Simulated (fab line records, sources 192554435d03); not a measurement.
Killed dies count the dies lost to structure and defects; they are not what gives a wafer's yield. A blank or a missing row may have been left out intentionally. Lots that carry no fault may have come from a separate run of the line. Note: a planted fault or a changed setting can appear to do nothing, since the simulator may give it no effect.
fab line records	flow n5Finfet
record lots=5	wafers=15	lastDay=17
route steps=1938 shown PMOS_HMC_CHANNEL_EPI@84 FIN_SAQP@90 BEOL_M4@1111 PASSIVATION@1936
lots that met no fault: taken from a fault-free run of the same line
startH: hours from the record's first day to the start of the lot's first wafer shown	waitH: time in hours since the lot's previous step	" as in the row above	L1.1+2: a row that stands for several wafers	- value missing, or start not given	* or withheld: withheld	< > ~ a bound
route shown NAME@n: a module of which the file shows steps, and the number in the route of the first	usual: mean/standard deviation taken from wafers without a fault	same: alike in all rows	chamber/n: place in a boat	sites: the reading at each site	_std_site: the values' standard deviation	_edge_site: outer sites' mean less inner sites'	radiusMm: for every site, how far away it sits from the centre of the wafer	mask NAME#n: copy n	behind: the last tool/chamber to shape the wafer	hold: the reason the lot was held/the length of the hold in hours/how it ended	device: the n, p or np transistor that did not switch	end of line: at the end of the route, the tests of the same wafers	for a step that has no rows: nothing shown but its recipe	killed: count of dies lost to structure and defects at first sort (not the wafer's yield)	map: a wafer's dies, x killed, . not, _ none there
set.NAME: the run value of the setting; set.NAME@STEP: its run value at that earlier step	model.NAME: the simulator's own value behind a step, which no gauge read
lots at selected steps of the route; one table per step, one row per wafer
services: from which hour (startH, from the record's first day; less than 0 if before it) a tool's chamber was out of use, for how many hours, and why
## steps
# step N5_PMOS_HMC_CHANNEL_EPI_PRECLEAN_37
# recipe chemistry=O3/DIW	timeS=45	tempC=22	o3Ppm=10
# step N5_PMOS_HMC_CHANNEL_EPI_PRECLEAN_24
# recipe chemistry=DHF	timeS=30	tempC=25	dilution=withheld
# step N5_PMOS_HMC_CHANNEL_EPI_SRD_25
# recipe dry=ipaMarangoni	doPpb=5	timeS=30	tempC=23	rinseLiquid=diw
# step N5_PMOS_HMC_CHANNEL_EPI_EPI_26
# recipe material=Si	targetThkA=38	tempC=650	precursor=SiH4/H2	pressureTorr=20	timeS=22.7
# step N5_FIN_SAQP_PRECLEAN_42
# recipe chemistry=O3/DIW	timeS=60	tempC=22	o3Ppm=10
# step N5_FIN_SAQP_PRECLEAN_00
# recipe chemistry=SC1	timeS=60	tempC=55	mix=1:2:50
# step N5_FIN_SAQP_PRECLEAN_44
# recipe chemistry=SC2	timeS=45	tempC=35	mix=1:1:50
# step N5_FIN_SAQP_SRD_01
# recipe dry=ipaMarangoni	timeS=30	tempC=23	rinseLiquid=diw
# step N5_FIN_SAQP_ALD_61
# recipe material=SiO2	targetThkA=40	tempC=300	aldPrecursorFamily=BDEAS	aldCoReactant=O2-plasma	pulseTimeS=1	purgeTimeS=2	coReactantPurgeTimeS=2	aldCycles=43	pressureTorr=2
# step N5_FIN_SAQP_DENSIFY_62
# recipe tempC=700	timeS=60	ambient=N2	idleTempC=600	rampUpCPerS=150	rampDownCPerS=60	coolToC=600
# step N5_FIN_SAQP_HM_DEP_03
# recipe material=SiNx	targetThkA=380	tempC=400	precursor=SiH4/NH3/N2	pressureTorr=1.5	rfW=300	timeS=33.6
# usual chamberPressureTorr=1.500/0.0034	heaterPowerOuterW=463/43	heaterPowerW=776/59	showerheadPlenumPTorr=5.12/0.059	throttleValvePct=40.1/1.5
lot.wafer	tool	chamber	startH	waitH	chamberPressureTorr	heaterPowerOuterW	heaterPowerW	showerheadPlenumPTorr	throttleValvePct
L432.2	pecvd-03	1	90.56	0.2	-	-	-	-	-
L432.3	"	0	"	"	-	-	-	-	-
L432.6	"	1	"	"	-	-	-	-	-
L433.1	pecvd-04	2	92.36	0.2	-	-	-	-	-
L433.5	"	0	"	"	-	-	-	-	-
L433.6	"	2	"	"	-	-	-	-	-
L434.1	pecvd-04	2	100.98	0.2	-	-	-	-	-
L434.2	"	1	"	"	-	-	-	-	-
L434.3	"	0	"	"	-	-	-	-	-
L443.4	pecvd-04	2	152.76	0.1	1.504	424	710	5.12	39.7
L443.5	"	1	"	"	1.500	472	761	5.11	39.6
L443.6	"	0	"	"	1.503	488	796	5.09	42.9
L444.1	pecvd-01	2	158.64	0.2	1.502	525	906	5.15	37.7
L444.2	"	0	"	"	1.498	469	743	5.07	38.4
L444.5	"	0	"	"	1.499	471	748	5.08	38.3
# step N5_FIN_SAQP_THK_MEAS_05
# usual thkNm=38.0/0.56
lot.wafer	tool	chamber	startH	waitH	thkNm
L432.2	filmMetro-01	-	90.65	0.1	4.0
L432.3	"	-	"	"	4.0
L432.6	"	-	"	"	4.0
L433.1	filmMetro-02	-	92.45	0.1	4.0
L433.5	"	-	"	"	4.0
L433.6	"	-	"	"	4.0
L434.1	filmMetro-01	-	101.06	0.1	4.0
L434.2	"	-	"	"	4.1
L434.3	"	-	"	"	4.0
L443.4	filmMetro-01	-	152.82	0.0	38.9
L443.5	"	-	"	"	38.9
L443.6	"	-	"	"	39.3
L444.1	filmMetro-01	-	158.73	0.1	38.3
L444.2	"	-	"	"	37.3
L444.5	"	-	"	"	38.7
# step N5_FIN_SAQP_PECVD_47
# recipe material=a-Si	targetThkA=450	tempC=400	precursor=SiH4/He	pressureTorr=3	rfW=100	timeS=36.3
# step N5_FIN_SAQP_PECVD_48
# recipe material=SiNx	targetThkA=250	tempC=400	precursor=SiH4/NH3/N2	pressureTorr=1.5	rfW=300	timeS=22.1
# step N5_FIN_SAQP_PECVD_06
# recipe material=a-Si	targetThkA=600	tempC=400	precursor=SiH4/He	pressureTorr=3	rfW=100	timeS=48.1
# step N5_FIN_SAQP_HM_DEP_72
# recipe material=SiO2	targetThkA=120	tempC=400	precursor=SiH4/N2O	pressureTorr=0.75	rfW=275	timeS=7.2
# step N5_FIN_SAQP_COAT_49
# recipe resist=SOC	tempC=250	timeS=60	spinRpm=1500	resistThkNm=100
# step N5_FIN_SAQP_COAT_50
# recipe resist=SiARC	tempC=220	timeS=60	spinRpm=1500	resistThkNm=35
# step N5_FIN_SAQP_COAT_10
# recipe resist=CAR-ArF	spinRpm=1500	resistThkNm=90
# step N5_FIN_SAQP_EBR_12
# recipe solvent=PGMEA	ebrWidthMm=1.5
# step N5_FIN_SAQP_SOFTBAKE_11
# recipe tempC=110	timeS=60	resist=CAR-ArF
# step N5_FIN_SAQP_EXPOSE_13
# recipe maskId=FIN_CORE	na=1.35	sourceShape=dipole	sigmaInner=0.538	sigmaOuter=0.738	polarization=te	targetCdNm=35.6	doseMj=63.25
# step N5_FIN_SAQP_PEB_14
# recipe pebTempC=withheld	pebTimeS=60	resist=CAR-ArF
# step N5_FIN_SAQP_DEVELOP_15
# recipe developTimeS=30	developer=TMAH	resist=CAR-ArF	devTempC=23	rinseLiquid=diw	dry=airSpin
# step N5_FIN_SAQP_DESCUM_21
# recipe chemistry=O2	timeS=7.9	sourcePowerW=50	biasPowerW=20	pressureMtorr=20	rfFrequencyHz=2.712e+07	tempC=40	resist=CAR-ArF	o2FlowSccm=225
# step N5_FIN_SAQP_ETCH_51
# recipe chemistry=CF4	target=SiARC	targetDepthA=455	maskMaterial=CAR-ArF	timeS=75.8	ionEnergyEv=80	pressureMtorr=40	sourceW=545	biasW=36	Ar_flow_sccm=100	cf4FlowSccm=100	ends=cleared
# step N5_FIN_SAQP_ETCH_52
# recipe chemistry=N2/H2	target=SOC	targetDepthA=1000	overetchA=200	maskMaterial=SiARC	tempC=40	timeS=150	ionEnergyEv=200	pressureMtorr=30	sourceW=840	biasW=150	n2FlowSccm=200	h2FlowSccm=200	ends=endPoint
# step N5_FIN_SAQP_STRIP_53
# recipe chemistry=N2/H2	tempC=40	n2FlowSccm=200	h2FlowSccm=200	rfFrequencyHz=6e+07
# step N5_FIN_SAQP_HM_OPEN_73
# recipe chemistry=CHF3/O2	target=SiO2	stopOn=a-Si	targetDepthA=120	overEtchFrac=1.8	maskMaterial=SOC	timeS=16.8	pressureMtorr=30	sourceW=650	biasW=170	Ar_flow_sccm=200	CHF3_flow_sccm=50	O2_flow_sccm=5	ionEnergyEv=200	ends=endPoint
# step N5_FIN_SAQP_STRIP_74
# recipe chemistry=CHF3/O2	resist=SiARC	rfFrequencyHz=6e+07
# step N5_FIN_SAQP_MANDREL_ETCH_22
# recipe targetDepthA=600	chemistry=HBr/Cl2	target=a-Si	stopOn=SiNx	btTimeS=10	overEtchFrac=0.5	timeS=30	pressureMtorr=10	icpW=800	biasW=75	HBr_flow_sccm=150	Cl2_flow_sccm=80	ends=endPoint
# step N5_FIN_SAQP_STRIP_55
# recipe chemistry=N2/H2	powerW=500	tempC=40	pressureMtorr=50	rfFrequencyHz=6e+07	overashFraction=0.3	biasPowerW=28	h2Frac=0.5	n2FlowSccm=300	h2FlowSccm=300
# step N5_FIN_SAQP_STRIP_23
# recipe chemistry=SPM	timeS=750	tempC=130	h2so4H2o2VolRatio=4
# step N5_FIN_SAQP_SRD_66
# recipe dry=ipaMarangoni	timeS=30	tempC=23	rinseLiquid=diw
# step N5_FIN_SAQP_RECESS_75
# recipe chemistry=HF/NH3	target=SiO2	targetDepthA=144	afsCycles=3	tempC=30	sublimationTempC=180	sublimationTimeS=60
# step N5_FIN_SAQP_SPACER1_ALD_24
# recipe material=SiO2	targetThkA=203	tempC=300	aldPrecursorFamily=BDEAS	aldCoReactant=O2-plasma	pulseTimeS=1	purgeTimeS=2	coReactantPurgeTimeS=2	aldCycles=218	pressureTorr=2
# step N5_FIN_SAQP_CD_MEAS_31
# recipe targetCdNm=8	landingEnergyEv=1000	detector=seInlens	polarity=line
# usual cdNm=8.11/0.21
# same landingEnergyEv=1000
lot.wafer	tool	chamber	startH	waitH	cdNm
L432.2	cdSem-03	0	96.36	0.1	-
L432.3	"	0	"	"	-
L432.6	"	0	"	"	-
L433.1	cdSem-03	0	98.08	0.1	-
L433.5	"	0	"	"	-
L433.6	"	0	"	"	-
L434.1	cdSem-02	0	106.59	0.1	-
L434.2	"	0	"	"	-
L434.3	"	0	"	"	-
L443.4	cdSem-03	0	157.05	0.1	8.17
L443.5	"	0	"	"	8.02
L443.6	"	0	"	"	7.93
L444.1	cdSem-01	0	163.41	0.1	7.88
L444.2	"	0	"	"	7.91
L444.5	"	0	"	"	7.83
# step N5_FIN_SAQP_HM_OPEN_33
# recipe chemistry=CH3F/O2	target=SiNx	maskMaterial=SiO2	targetDepthA=494	timeS=70.6	pressureMtorr=30	sourceW=395	biasW=73	Ar_flow_sccm=150	CH3F_flow_sccm=30	O2_flow_sccm=20	ionEnergyEv=120	ends=cleared
# usual drypumpMotorCurrentA=5.9/0.42	etchRfOnTimeS=69.7/1.6	oes_ar_750_au=0.77/0.075	oesProductAu=0.65/0.066	rfVppV=298/5.3	showerheadPlenumPTorr=2.02/0.051	throttleValvePct=16.43/0.25
lot.wafer	tool	chamber	startH	waitH	drypumpMotorCurrentA	etchRfOnTimeS	oes_ar_750_au	oesProductAu	rfHoursCounterH	rfVppV	showerheadPlenumPTorr	throttleValvePct	model.etch.depthNm	model.FIN_SAQP.cdNm
L432.2	rieDiel-01	1	96.41	0.0	5.8	6.0	0.67	0.25	244	300	2.06	16.53	0	8.8
L432.3	"	3	"	"	5.6	6.0	0.83	0.31	90	304	2.03	16.58	0	9
L432.6	"	1	"	"	5.8	6.0	0.67	0.26	-	297	2.05	16.53	0	8.8
L433.1	rieDiel-04	2	98.13	0.0	5.4	6.0	0.69	0.26	213	296	2.07	16.58	0	8.4
L433.5	"	2	"	"	5.4	6.0	0.70	0.26	-	297	2.07	16.57	0	8.6
L433.6	"	1	"	"	6.6	6.0	0.87	0.33	-	294	1.95	16.16	0	8.6
L434.1	rieDiel-04	1	106.67	0.1	6.6	6.0	0.86	0.33	44	294	1.95	16.18	0	8.6
L434.2	"	3	"	"	5.2	6.0	0.72	0.28	212	299	1.98	16.66	0	8.8
L434.3	"	2	"	"	5.4	6.0	0.69	0.25	216	297	2.07	16.57	0	8.8
L443.4	rieDiel-02	3	157.09	0.0	5.6	72.0	0.72	0.61	209	306	2.07	16.44	38.29	8
L443.5	"	3	"	"	5.6	71.9	0.73	0.60	-	303	2.07	16.45	38.15	8.2
L443.6	"	0	"	"	5.9	71.1	0.75	0.64	-	297	1.99	16.49	38.68	8.2
L444.1	rieDiel-04	1	163.49	0.1	6.6	71.1	0.85	0.72	57	293	1.94	16.24	37.63	8.2
L444.2	"	0	"	"	5.9	66.7	0.94	0.79	13	293	2.04	15.80	36.59	8.2
L444.5	"	3	"	"	5.2	71.9	0.70	0.60	-	298	1.97	16.75	38.13	8
# step N5_FIN_SAQP_ETCH_34
# recipe chemistry=C4F6/O2	target=SiO2	targetDepthA=450	timeS=15	ionEnergyEv=250	pressureMtorr=30	sourceW=345	biasW=185	Ar_flow_sccm=300	C4F6_flow_sccm=10	O2_flow_sccm=10	ends=cleared
# usual drypumpMotorCurrentA=5.9/0.41	etchRfOnTimeS=15.09/0.24	oes_ar_750_au=0.77/0.075	oesProductAu=0.65/0.066	rfVppV=667/12	showerheadPlenumPTorr=2.88/0.069	throttleValvePct=21.15/0.26
lot.wafer	tool	chamber	startH	waitH	drypumpMotorCurrentA	etchRfOnTimeS	oes_ar_750_au	oesProductAu	rfHoursCounterH	rfVppV	showerheadPlenumPTorr	throttleValvePct	model.SiO2_of_FIN_SAQP_ALD_61.thkNm	model.FIN_SAQP.cdNm
L432.2	rieDiel-01	1	96.48	0.0	5.8	15.16	0.67	0.90	244	669	2.92	21.55	0	8.8
L432.3	"	3	"	"	5.6	14.71	0.83	1.12	90	679	2.89	21.76	0	9
L432.6	"	1	"	"	5.8	15.26	0.67	0.90	-	669	2.92	21.55	0	8.6
L433.1	rieDiel-04	2	98.20	0.0	5.4	15.20	0.69	0.91	213	660	2.94	21.66	0	8.6
L433.5	"	2	"	"	5.4	15.22	0.69	0.91	-	661	2.94	21.63	0	8.6
L433.6	"	1	"	"	6.6	15.29	0.87	1.14	-	658	2.78	21.32	0	8.6
L434.1	rieDiel-04	1	106.74	0.0	6.6	15.37	0.87	1.14	44	656	2.78	21.31	0	8.4
L434.2	"	3	"	"	5.2	15.13	0.71	0.96	212	669	2.81	21.77	0	8.6
L434.3	"	2	"	"	5.4	15.15	0.69	0.91	216	661	2.94	21.65	0	8.8
L443.4	rieDiel-02	3	157.16	0.0	5.6	15.22	0.73	0.61	209	681	2.94	21.13	4.009	8
L443.5	"	3	"	"	5.6	15.11	0.72	0.61	-	683	2.94	21.13	3.989	8.2
L443.6	"	0	"	"	5.9	14.76	0.76	0.65	-	659	2.83	21.16	3.987	8
L444.1	rieDiel-04	1	163.56	0.0	6.6	14.99	0.84	0.72	57	655	2.77	20.99	3.995	8.2
L444.2	"	0	"	"	5.9	14.52	0.94	0.80	13	654	2.90	20.51	4.011	8.2
L444.5	"	3	"	"	5.2	15.19	0.70	0.61	-	668	2.81	21.46	3.989	8
# step N5_BEOL_M4_RC_MEAS_101
# usual DIBL_N=36.6/2.1	DIBL_P=36.3/2.2	IOFF_N=0.16/0.036	IOFF_P=0.21/0.038	ION_N=671/12	ION_P=460/7.5	SS_N=71.8/0.72	SS_P=73.3/0.72	VT_N=250/3.2	VT_P=-250/3.5
lot.wafer	tool	chamber	startH	waitH	DIBL_N[mV/V]	DIBL_P[mV/V]	IOFF_N[nA/um]	IOFF_P[nA/um]	ION_N[uA/um]	ION_P[uA/um]	SS_N[mV/dec]	SS_P[mV/dec]	VT_N[mV]	VT_P[mV]
L444.1	prober-02	0	299.96	0.0	34.6	33.4	0.13	0.20	673	467	70.8	72.5	250	-248
L444.2	"	0	"	"	34.7	33.6	0.14	0.20	670	467	71.4	73.4	250	-249
L444.5	"	0	"	"	33.6	32.9	0.12	0.19	658	463	70.4	73.4	255	-250
L443.4	prober-01	0	300.26	0.5	38.9	36.7	0.17	0.21	660	455	72.1	73.4	251	-252
L443.5	"	0	"	"	38.5	36.4	0.18	0.20	693	468	71.3	73.2	248	-250
L443.6	"	0	"	"	35.8	33.5	0.13	0.15	679	453	70.6	72.0	250	-253
# step N5_PASSIVATION_PROBE_49
# usual killed_at_M0_to_M3=33/9.1	killed_at_M4_up=14/5.6	killedAtContacts=13/5.7	killedAtFrontEnd=42/12	killedAtOther=4/3	killedDies=105/16	killedOnRim=13/4	killedOpen=69/11	killedShort=34/7.5
# same grossDies=1180	killedAtBackSide=0
lot.wafer	tool	chamber	startH	waitH	killed_at_M0_to_M3	killed_at_M4_up	killedAtContacts	killedAtFrontEnd	killedAtOther	killedDies	killedOnRim	killedOpen	killedShort
L433.1	prober-02	-	326.50	0.0	5	2	1	1171	1	1180	152	11	4
L433.5	prober-02	-	326.70	0.2	4	1	2	1172	1	1180	152	13	3
L433.6	prober-02	-	326.75	0.3	10	5	2	1161	2	1180	152	16	8
L432.2	prober-01	-	340.78	0.1	9	2	0	1169	0	1180	152	15	9
L432.3	prober-01	-	340.83	0.1	9	4	1	1166	0	1180	152	14	4
L432.6	prober-01	-	340.98	0.3	11	6	2	1161	0	1180	152	24	9
L434.1	prober-02	-	341.45	0.0	7	2	1	1169	1	1180	152	8	9
L434.2	prober-02	-	341.50	0.1	10	1	1	1168	0	1180	152	12	5
L434.3	prober-02	-	341.55	0.1	8	0	1	1169	2	1180	152	12	3
# killed by level:class
L433.1 FIN_SAQP:lostPattern=1161 FIN_SAQP:areaDep=4 DUMMY_GATE:geometricParticle:open=3 BEOL_M0_SAQP:geometricParticle:short=2 BEOL_M0_SAQP:geometricParticle:open=2 BEOL_M5:geometricParticle:open=1 FIN_SAQP:geometricParticle:open=1 FIN_SAQP:geometricParticle:short=1
L433.5 FIN_SAQP:lostPattern=1157 FIN_SAQP:areaDep=7 FIN_SAQP:geometricParticle:open=3 DUMMY_GATE:geometricParticle:open=2 MOL_CONTACT_COAG:geometricParticle:open=2 BEOL_M2:geometricParticle:open=2 FIN_SAQP:geometricParticle:short=1 ILD0:geometricParticle:open=1
L433.6 FIN_SAQP:lostPattern=1154 BEOL_M0_SAQP:geometricParticle:open=5 BEOL_M4:geometricParticle:open=5 FIN_SAQP:geometricParticle:open=2 MOL_CONTACT_COAG:geometricParticle:open=2 BEOL_M0_SAQP:geometricParticle:short=2 FIN_SAQP:areaDep=2 FIN_SAQP:geometricParticle:short=1
L432.2 FIN_SAQP:lostPattern=1149 FIN_SAQP:areaDep=7 STI_FIN_REVEAL:geometricParticle:open=6 STI_FIN_REVEAL:geometricParticle:short=2 BEOL_M2:geometricParticle:short=2 BEOL_M3:geometricParticle:short=2 BEOL_M3:geometricParticle:open=2 FIN_SAQP:geometricParticle:open=1
L432.3 FIN_SAQP:lostPattern=1158 FIN_SAQP:areaDep=4 BEOL_M3:geometricParticle:open=3 STI_FIN_REVEAL:geometricParticle:open=3 BEOL_M0_SAQP:geometricParticle:open=3 BEOL_M4:geometricParticle:open=2 MOL_CONTACT_COAG:geometricParticle:short=1 BEOL_M0_SAQP:geometricParticle:short=1
L432.6 FIN_SAQP:lostPattern=1142 STI_FIN_REVEAL:geometricParticle:open=5 FIN_SAQP:areaDep=5 FIN_SAQP:geometricParticle:short=3 BEOL_M4:geometricParticle:open=3 GATE_CUT:geometricParticle:open=3 BEOL_M0_SAQP:geometricParticle:short=3 BEOL_M3:geometricParticle:open=3
L434.1 FIN_SAQP:lostPattern=1161 FIN_SAQP:geometricParticle:short=2 BEOL_M3:geometricParticle:open=2 FIN_SAQP:areaDep=2 FIN_SAQP:geometricParticle:open=1 SPACER0:geometricParticle:short=1 MOL_CONTACT_COAG:geometricParticle:short=1 BEOL_M0_SAQP:geometricParticle:open=1
L434.2 FIN_SAQP:lostPattern=1162 BEOL_M0_SAQP:geometricParticle:open=4 BEOL_M0_SAQP:geometricParticle:short=3 DUMMY_GATE:geometricParticle:open=2 BEOL_M2:geometricParticle:open=2 ILD0:geometricParticle:short=1 GATE_CUT:geometricParticle:open=1 MOL_CONTACT_COAG:geometricParticle:short=1
L434.3 FIN_SAQP:lostPattern=1157 FIN_SAQP:areaDep=8 STI_FIN_REVEAL:geometricParticle:open=2 BEOL_M0_SAQP:geometricParticle:open=2 BEOL_M1:geometricParticle:open=2 BEOL_M3:geometricParticle:open=2 FIN_SAQP:geometricParticle:short=1 SDB:geometricParticle:short=1
# map L432.2 (x killed, . not)
_________________xxxxxxxxxxxx________________
______________xxxxxxxxxxxxxxxxxx_____________
___________xxxxxxxxxxxxxxxxxxxxxxxx__________
__________xxxxxxxxxxxxxxxxxxxxxxxxxx_________
________xxxxxxxxxxxxxxxxxxxxxxxxxxxxxx_______
_______xxxxxxxxxxxxxxxxxxxxxxxxxxxxxxxx______
______xxxxxxxxxxxxxxxxxxxxxxxxxxxxxxxxxx_____
_____xxxxxxxxxxxxxxxxxxxxxxxxxxxxxxxxxxxx____
____xxxxxxxxxxxxxxxxxxxxxxxxxxxxxxxxxxxxxx___
___xxxxxxxxxxxxxxxxxxxxxxxxxxxxxxxxxxxxxxxx__
___xxxxxxxxxxxxxxxxxxxxxxxxxxxxxxxxxxxxxxxx__
__xxxxxxxxxxxxxxxxxxxxxxxxxxxxxxxxxxxxxxxxxx_
__xxxxxxxxxxxxxxxxxxxxxxxxxxxxxxxxxxxxxxxxxx_
_xxxxxxxxxxxxxxxxxxxxxxxxxxxxxxxxxxxxxxxxxxxx
_xxxxxxxxxxxxxxxxxxxxxxxxxxxxxxxxxxxxxxxxxxxx
_xxxxxxxxxxxxxxxxxxxxxxxxxxxxxxxxxxxxxxxxxxxx
_xxxxxxxxxxxxxxxxxxxxxxxxxxxxxxxxxxxxxxxxxxxx
_xxxxxxxxxxxxxxxxxxxxxxxxxxxxxxxxxxxxxxxxxxxx
_xxxxxxxxxxxxxxxxxxxxxxxxxxxxxxxxxxxxxxxxxxxx
_xxxxxxxxxxxxxxxxxxxxxxxxxxxxxxxxxxxxxxxxxxxx
_xxxxxxxxxxxxxxxxxxxxxxxxxxxxxxxxxxxxxxxxxxxx
__xxxxxxxxxxxxxxxxxxxxxxxxxxxxxxxxxxxxxxxxxx_
__xxxxxxxxxxxxxxxxxxxxxxxxxxxxxxxxxxxxxxxxxx_
___xxxxxxxxxxxxxxxxxxxxxxxxxxxxxxxxxxxxxxxx__
___xxxxxxxxxxxxxxxxxxxxxxxxxxxxxxxxxxxxxxxx__
____xxxxxxxxxxxxxxxxxxxxxxxxxxxxxxxxxxxxxx___
_____xxxxxxxxxxxxxxxxxxxxxxxxxxxxxxxxxxxx____
______xxxxxxxxxxxxxxxxxxxxxxxxxxxxxxxxxx_____
_______xxxxxxxxxxxxxxxxxxxxxxxxxxxxxxxx______
________xxxxxxxxxxxxxxxxxxxxxxxxxxxxxx_______
__________xxxxxxxxxxxxxxxxxxxxxxxxxx_________
___________xxxxxxxxxxxxxxxxxxxxxxxx__________
______________xxxxxxxxxxxxxxxxxx_____________
_________________xxxxxxxxxxxx________________
# map L433.1 (x killed, . not)
_________________xxxxxxxxxxxx________________
______________xxxxxxxxxxxxxxxxxx_____________
___________xxxxxxxxxxxxxxxxxxxxxxxx__________
__________xxxxxxxxxxxxxxxxxxxxxxxxxx_________
________xxxxxxxxxxxxxxxxxxxxxxxxxxxxxx_______
_______xxxxxxxxxxxxxxxxxxxxxxxxxxxxxxxx______
______xxxxxxxxxxxxxxxxxxxxxxxxxxxxxxxxxx_____
_____xxxxxxxxxxxxxxxxxxxxxxxxxxxxxxxxxxxx____
____xxxxxxxxxxxxxxxxxxxxxxxxxxxxxxxxxxxxxx___
___xxxxxxxxxxxxxxxxxxxxxxxxxxxxxxxxxxxxxxxx__
___xxxxxxxxxxxxxxxxxxxxxxxxxxxxxxxxxxxxxxxx__
__xxxxxxxxxxxxxxxxxxxxxxxxxxxxxxxxxxxxxxxxxx_
__xxxxxxxxxxxxxxxxxxxxxxxxxxxxxxxxxxxxxxxxxx_
_xxxxxxxxxxxxxxxxxxxxxxxxxxxxxxxxxxxxxxxxxxxx
_xxxxxxxxxxxxxxxxxxxxxxxxxxxxxxxxxxxxxxxxxxxx
_xxxxxxxxxxxxxxxxxxxxxxxxxxxxxxxxxxxxxxxxxxxx
_xxxxxxxxxxxxxxxxxxxxxxxxxxxxxxxxxxxxxxxxxxxx
_xxxxxxxxxxxxxxxxxxxxxxxxxxxxxxxxxxxxxxxxxxxx
_xxxxxxxxxxxxxxxxxxxxxxxxxxxxxxxxxxxxxxxxxxxx
_xxxxxxxxxxxxxxxxxxxxxxxxxxxxxxxxxxxxxxxxxxxx
_xxxxxxxxxxxxxxxxxxxxxxxxxxxxxxxxxxxxxxxxxxxx
__xxxxxxxxxxxxxxxxxxxxxxxxxxxxxxxxxxxxxxxxxx_
__xxxxxxxxxxxxxxxxxxxxxxxxxxxxxxxxxxxxxxxxxx_
___xxxxxxxxxxxxxxxxxxxxxxxxxxxxxxxxxxxxxxxx__
___xxxxxxxxxxxxxxxxxxxxxxxxxxxxxxxxxxxxxxxx__
____xxxxxxxxxxxxxxxxxxxxxxxxxxxxxxxxxxxxxx___
_____xxxxxxxxxxxxxxxxxxxxxxxxxxxxxxxxxxxx____
______xxxxxxxxxxxxxxxxxxxxxxxxxxxxxxxxxx_____
_______xxxxxxxxxxxxxxxxxxxxxxxxxxxxxxxx______
________xxxxxxxxxxxxxxxxxxxxxxxxxxxxxx_______
__________xxxxxxxxxxxxxxxxxxxxxxxxxx_________
___________xxxxxxxxxxxxxxxxxxxxxxxx__________
______________xxxxxxxxxxxxxxxxxx_____________
_________________xxxxxxxxxxxx________________
## services
tool	chamber	startH	hours	kind
rieDiel-01	-	72.88	0.5	repair
pecvd-04	1	84.19	5.0	scheduledDown
rieDiel-04	0	86.02	-	clean
rieDiel-04	0	86.02	-	consumableReplace:focusRing
rieDiel-04	0	86.02	22.5	scheduledDown
rieDiel-04	0	86.02	22.5	ventCycle
pecvd-01	2	114.12	2.1	scheduledDown
rieDiel-01	1	118.84	-	clean
rieDiel-01	1	118.84	-	consumableReplace:focusRing
rieDiel-01	1	118.84	22.1	scheduledDown
rieDiel-01	1	118.84	22.1	ventCycle
rieDiel-04	3	133.21	1.2	repair
rieDiel-01	2	154.11	-	clean
rieDiel-01	2	154.11	-	consumableReplace:focusRing
## key
firstSign step=N5_FIN_SAQP_HM_DEP_03	reading=toolRecord	direction=missing
effect step=N5_FIN_SAQP_THK_MEAS_05	reading=thkNm	direction=down	sigmas=61	usual=*	struck=*
effect step=N5_FIN_SAQP_CD_MEAS_31	reading=cdNm	direction=missing
effect step=N5_FIN_SAQP_HM_OPEN_33	reading=etchRfOnTimeS	direction=down	sigmas=40	usual=*	struck=*
effect step=N5_FIN_SAQP_ETCH_34	reading=oesProductAu	direction=up	sigmas=5	usual=0.65	struck=0.99
effect step=N5_PASSIVATION_PROBE_49	reading=killedAtFrontEnd	direction=up	sigmas=92	usual=42	struck=1167
modelEffect step=N5_FIN_SAQP_HM_OPEN_33	value=etch.depthNm	without=37.38	struck=0
modelEffect step=N5_FIN_SAQP_ETCH_34	value=SiO2_of_FIN_SAQP_ALD_61.thkNm	without=4.011	struck=0
metAt N5_FIN_SAQP_HM_DEP_03
struckWafers L432.2,L432.3,L432.6,L433.1,L433.5,L433.6,L434.1,L434.2,L434.3
laterRowsLeftOut L432.2,L432.3,L432.6,L433.1,L433.5,L433.6,L434.1,L434.2,L434.3
testerLeftOut L432,L433,L434
fault kind=skippedStepWhole	tool=pecvd-03,pecvd-04	chamber=-	onsetH=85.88	steps=N5_FIN_SAQP_HM_DEP_03	scope=struckLotsOnly
# testerLeftOut: of these lots the tester's yield and bins aren't shown, on N5 and GAA mostly nor the transistor test; their killed dies are dies lost to structure and defects alone, not to doping, threshold or leakage, so they don't give the yield
# laterRowsLeftOut: the simulator's readings of these wafers behind a module that went badly wrong aren't trusted and aren't shown, but for the sort
